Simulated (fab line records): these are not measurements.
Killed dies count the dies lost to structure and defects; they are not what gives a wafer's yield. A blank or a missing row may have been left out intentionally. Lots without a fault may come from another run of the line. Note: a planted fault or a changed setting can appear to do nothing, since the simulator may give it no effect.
Matching of chambers -- flow nandHarc -- 4 sister chambers for NHARC_P_M0_CMP_23 on cmp-03
The step polishes, t overpolish 20 s, target thk 117.54 nm. 4 wafers are shown with their chamber, then 11 later ones without.

## WAFERS, EACH WITH ITS CHAMBER
wafer,chamber,motorCurrentA (A)
L084.2,0,11.6
L086.5,2,10.4
L087.4,3,12.5
L089.2,1,13.8

## WAFERS MISSING THEIR CHAMBER
wafer,motorCurrentA (A)
L089.3,13.3
L089.5,12.0
L091.1,10.8
L091.5,13.6
L091.6,12.0
L095.3,13.1
L095.4,12.9
L095.6,12.3
L097.1,13.1
L097.2,11.9
L097.6,13.3

## EACH ONE'S CHAMBER
wafer,from the rows above,in truth
L089.3,can't be placed: 1 or 3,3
L089.5,can't be placed: 0 or 3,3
L091.1,can't be placed: 2 or 0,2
L091.5,1,1
L091.6,can't be placed: 0 or 3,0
L095.3,can't be placed: 3 or 1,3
L095.4,can't be placed: 3 or 1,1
L095.6,can't be placed: 3 or 0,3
L097.1,can't be placed: 3 or 1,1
L097.2,can't be placed: 0 or 3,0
L097.6,can't be placed: 1 or 3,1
Correctly placed: 1 of 11. From these rows, 10 cannot be placed; in 10 the true chamber is one of the candidates. 0 placed wrongly.
How it was worked out, from the rows above alone: a wafer's distance from a chamber is the root of the sum, over the readings, of the square of ((its reading less the chamber's mean) divided by the reading's scatter). The wafer belongs to the nearest chamber; if the next one is less than 2 further off, it can't be placed. For every chamber, the mean is computed from those of its wafers that are shown. The scatter: root of mean squared gap, hidden wafer to nearest shown wafer, with one shown wafer a chamber.
